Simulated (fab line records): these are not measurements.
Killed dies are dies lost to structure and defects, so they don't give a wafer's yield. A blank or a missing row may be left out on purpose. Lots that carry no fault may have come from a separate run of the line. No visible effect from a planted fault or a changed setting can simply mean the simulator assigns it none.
Struck lot and sound lot, side by side / flow n5_finfet / 14 steps out of a route of 1938
Sound: wafers L623.1, L623.5, L623.6. Struck: wafer L633.6; the same lot's L633.5 was not struck, so it is left out; see the end for the cause.
Each step with rows lists, per side, the tool, then ch with its chambers, then its first start. Under that, the readings that differ: sound wafers / struck wafers / difference of the means / sigmas: that difference in standard deviations of wafers without a fault.
alike: readings with means less than 2 such deviations apart, plus words and numbers identical on both sides. not compared: withheld readings, readings lacking a value on some wafer, bounds such as >300 that could conceal the same value, and numbers that have no deviation in the record and whose values overlap.
A row with sigmas, a row that says differs or no value, or rows on one side alone: a step with any of these is where the two part. Numbers that don't overlap but have no deviation are shown without sigmas and don't part them. A reading missing from all wafers of one side parts the sides only when that side holds two or more wafers.

first, 3 steps without rows for these wafers: N5_BEOL_M0_SPUTTER_132 (material Cu, target thk 4 nm, time 7.37 s); N5_BEOL_M0_ANNEAL_133 (time 60 s); N5_BEOL_M0_SPUTTER_134 (material Cu, target thk 4 nm, time 7.37 s).
N5_BEOL_M0_ANNEAL_135: time 60 s.
  struck on pvd_sputter-03, day 8 12:59; sound on pvd_sputter-01, day 5 23:29
  alike: heater_power_w, susceptor_temp_C_max
N5_BEOL_M0_SPUTTER_141: material Cu, target thk 4 nm, time 7.37 s.
  struck on pvd_sputter-03, day 8 13:03; sound on pvd_sputter-01, day 5 23:32
  alike: chuck_sensor_temp_C, throttle_valve_pct
then, 2 steps without rows for these wafers: N5_BEOL_M0_ECD_118 (material Cu, target thk 300 nm); N5_BEOL_M0_ANNEAL_119 (time 90 s).
N5_BEOL_M0_CMP_120: polishes, stops on SiOC, t overpolish 6.9 s.
  sound on cmp-04 ch 0,1, day 6 00:01; struck on cmp-01 ch 3, day 8 13:43
reading=slurry_flow_ml_min; sound=149.7 149.5 150.1; struck=150.7; difference=+0.9; sigmas=+2
reading=time_to_endpoint_s (s); sound=61.8 63.3 60.9; struck=54.9; difference=-7.1; sigmas=-3
  alike: barrier_field_endpoint_s, motor_current_A, overpolish_run_s
N5_BEOL_M0_PRE_CLEAN_131: time 15 s.
  sound on cvd_co-01 ch 0,2, day 6 00:21; struck on cvd_co-01 ch 1, day 8 13:56
reading=heater_power_w (W); sound=117 76 117; struck=74; difference=-29; sigmas=-2
  not compared: since_wet_clean_h
N5_BEOL_M0_CO_CAP_123: material Co, precursor CCTBA/H2, target thk 2 nm, time 102.1 s.
  sound on cvd_co-01 ch 0,2, day 6 00:25; struck on cvd_co-01 ch 1, day 8 14:00
reading=heater_power_w (W); sound=267 223 275; struck=223; difference=-32; sigmas=-2
  not compared: since_wet_clean_h
then, 1 step without rows for these wafers: N5_BEOL_M0_PRE_CLEAN_124 (time 15 s).
N5_BEOL_M0_DEP_125: deposits SiCN from 3MS/NH3, target thk 8 nm, time 14 s.
  sound on pecvd-01 ch 1,2, day 6 00:34; struck on pecvd-01 ch 2, day 8 14:06
reading=model.SiCN_of_BEOL_M0_DEP_125.thk_nm (nm); sound=8 8 8; struck=8.8; difference=+0.8; sigmas=
  alike: showerhead_plenum_p_Torr, throttle_valve_pct
  not compared: since_wet_clean_h
N5_BEOL_M0_RS_MEAS_126: a four-point-probe measurement.
  struck on film_metro-02, day 8 14:09; sound on film_metro-02, day 6 00:38
  alike: M0_RS
-- the record jumps here: 3 days lie between the struck wafers' starts before and after (it left off in module BEOL_M0 and takes up again in module BEOL_M4, whose first step shown is number 1111 of the route) --
N5_BEOL_M4_RC_MEAS_101:
  sound on prober-02 ch 0, day 7 14:16; struck on prober-01 ch 0, day 11 05:32
  alike: DIBL_N, DIBL_P, IOFF_N, IOFF_P, ION_N, ION_P, SS_N, SS_P, VT_N, VT_P

WHERE THEY PART
Last at N5_BEOL_M0_CO_CAP_123 as far as this record goes, first at N5_BEOL_M0_CMP_120. Later steps at which nothing parts them and some readings are alike: N5_BEOL_M0_DEP_125, N5_BEOL_M0_RS_MEAS_126, N5_BEOL_M4_RC_MEAS_101.

WHY: the cause the simulator had injected
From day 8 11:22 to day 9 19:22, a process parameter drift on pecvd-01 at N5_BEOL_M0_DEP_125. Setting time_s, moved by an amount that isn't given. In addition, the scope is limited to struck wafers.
